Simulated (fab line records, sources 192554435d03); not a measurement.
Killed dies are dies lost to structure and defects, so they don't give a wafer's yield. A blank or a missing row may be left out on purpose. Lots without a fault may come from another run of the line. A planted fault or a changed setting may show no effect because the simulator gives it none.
A struck lot beside a sound one | flow n5_finfet | 27 steps out of a route of 1938
Sound: wafers L815.3, L815.5, L815.6. Struck: wafer L831.2. (L831.3, L831.5 of the same lot were not struck and are left out.) The cause comes at the end.
At each step with rows: each side's tool, then ch and its chambers, then its first start. Under that, the readings that differ: sound wafers | struck wafers | difference of the means | sigmas: that difference in standard deviations of wafers without a fault.
alike: readings whose means differ by less than 2 such deviations, and words and numbers that are the same on both sides. not compared: withheld readings, readings that some wafer has no value for, bounds like >300 that may hide the same value, and numbers for which the record gives no deviation and whose values overlap.
The two part at a step that has a row with sigmas, a row that says differs or no value, or rows on one side only. Numbers that don't overlap but have no deviation are shown without sigmas and don't part them. A reading that every wafer of one side lacks parts them only if that side has two wafers or more.

first, 3 steps without rows for these wafers: N5_BEOL_M0_WET_ETCH_106 (etches SiO2 in DHF, target depth 130 nm, rinse time 30 s); N5_BEOL_M0_ETCH_128 (etches SiCN in CF4/N2, target depth 12 nm, overetch 5.1 nm, time 21.4 s); N5_BEOL_M0_TRENCH_ETCH_107 (etches SiOC in C4F6/O2, target depth 32.8 nm, time 16.4 s).
N5_BEOL_M0_STRIP_142: strips in N2/H2, time 10 s.
  sound on rie_diel-06 ch 1,2, day 5 17:37; struck on rie_diel-04 ch 0, day 9 18:13
  reading                         | sound             | struck | difference | sigmas
  rf_vpp_V (V)                    | 57.1 60.1 58.2    | 60.7   | +2.2       | +2
  showerhead_plenum_p_Torr (Torr) | 2.32 2.58 2.32    | 2.66   | +0.25      | +3
  throttle_valve_pct (%)          | 23.60 23.13 23.62 | 24.09  | +0.64      | +2
  alike: drypump_motor_current_A, oes_product_au
  not compared: rf_hours_counter_h
N5_BEOL_M0_OCD_MEAS_108:
  sound on ocd-02, day 5 17:42; struck on ocd-01, day 9 18:18
  alike: trench_depth_nm
then, 6 steps without rows for these wafers: N5_BEOL_M0_HM_STRIP_129 (strips TiN in peroxide tin strip, target depth 17 nm, time 108 s); N5_BEOL_M0_SRD_130 (time 30 s); N5_BEOL_M0_ETCH_109 (etches SiCN in CH3F/O2, target depth 8 nm, overetch 2.4 nm, time 27.4 s); N5_BEOL_M0_STRIP_139 (strips in post etch residue remover, time 60 s); N5_BEOL_M0_SRD_111 (time 30 s); N5_BEOL_M0_DEGAS_112 (time 60 s).
N5_BEOL_M0_PRE_CLEAN_113: time 30 s.
  sound on pvd_sputter-03, day 5 18:56; struck on pvd_sputter-01, day 9 19:05
  alike: heater_power_w
N5_BEOL_M0_ALD_136: deposits TaN, pulse time 2 s, purge time 3 s, co reactant purge time 2 s.
  sound on ald_metal-01 ch 0,1, day 5 19:01; struck on ald_metal-03 ch 0, day 9 19:10
  reading            | sound       | struck | difference | sigmas
  ald_cycles         | 30 30 30    | 37     | +7         |
  heater_power_w (W) | 414 428 325 | 514    | +125       | +2
  alike: precursor_vessel_carrier_sccm
  not compared: model.TaN_of_BEOL_M0_ALD_136.thk_nm
then, 3 steps without rows for these wafers: N5_BEOL_M0_SURFACE_TREAT_137; N5_BEOL_M0_CVD_115 (deposits Co from CCTBA/H2, time 120 s); N5_BEOL_M0_SPUTTER_116 (material Cu, target thk 4 nm, time 7.37 s).
N5_BEOL_M0_ANNEAL_117: time 60 s.
  sound on pvd_sputter-03, day 5 19:53; struck on pvd_sputter-03, day 9 20:37
  reading            | sound       | struck | difference | sigmas
  heater_power_w (W) | 821 855 817 | 984    | +153       | +3
N5_BEOL_M0_SPUTTER_132: material Cu, target thk 4 nm, time 7.37 s.
  sound on pvd_sputter-03, day 5 19:56; struck on pvd_sputter-03, day 9 20:40
  alike: throttle_valve_pct
N5_BEOL_M0_ANNEAL_133: time 60 s.
  sound on pvd_sputter-03, day 5 20:01; struck on pvd_sputter-03, day 9 20:44
  reading            | sound       | struck | difference | sigmas
  heater_power_w (W) | 831 832 846 | 997    | +161       | +3
then, 5 steps without rows for these wafers: N5_BEOL_M0_SPUTTER_134 (material Cu, target thk 4 nm, time 7.37 s); N5_BEOL_M0_ANNEAL_135 (time 60 s); N5_BEOL_M0_SPUTTER_141 (material Cu, target thk 4 nm, time 7.37 s); N5_BEOL_M0_ECD_118 (material Cu, target thk 300 nm); N5_BEOL_M0_ANNEAL_119 (time 90 s).
N5_BEOL_M0_CMP_120: polishes, stops on SiOC, t overpolish 6.9 s.
  sound on cmp-01 ch 1,2,3, day 5 20:44; struck on cmp-03 ch 2, day 9 21:25
  reading                      | sound          | struck | difference | sigmas
  barrier_field_endpoint_s (s) | 3.51 3.71 3.68 | 4.08   | +0.45      | +4
  alike: motor_current_A, slurry_flow_ml_min
-- the record jumps here: 2 days lie between the struck wafers' starts before and after (it left off in module BEOL_M0 and takes up again in module BEOL_M4, whose first step shown is number 1111 of the route) --
N5_BEOL_M4_RC_MEAS_101:
  sound on prober-02 ch 0, day 7 23:16; struck on prober-01 ch 0, day 12 00:28
  alike: DIBL_N, DIBL_P, IOFF_N, IOFF_P, ION_N, ION_P, SS_N, SS_P, VT_N, VT_P
-- the record jumps here: 5 days lie between the struck wafers' starts before and after (it left off in module BEOL_M4 and takes up again in module PASSIVATION, whose first step shown is number 1936 of the route) --
N5_PASSIVATION_PROBE_49:
  sound on prober-02, day 12 08:25; struck on prober-01, day 16 14:50
  alike: defect_limited_yield, killed_at_M0_to_M3, killed_at_M4_up, killed_at_contacts, killed_at_front_end, killed_at_other, killed_dies, killed_open, killed_short, sort_bin_5_function, sort_bin_6_memory, sort_n_pass, sort_yield_pct

WHERE THEY PART
First at N5_BEOL_M0_STRIP_142; last, within this record, at N5_BEOL_M0_CMP_120. Later steps at which nothing parts them and some readings are alike: N5_BEOL_M4_RC_MEAS_101, N5_PASSIVATION_PROBE_49.

WHY: what the simulator had put in
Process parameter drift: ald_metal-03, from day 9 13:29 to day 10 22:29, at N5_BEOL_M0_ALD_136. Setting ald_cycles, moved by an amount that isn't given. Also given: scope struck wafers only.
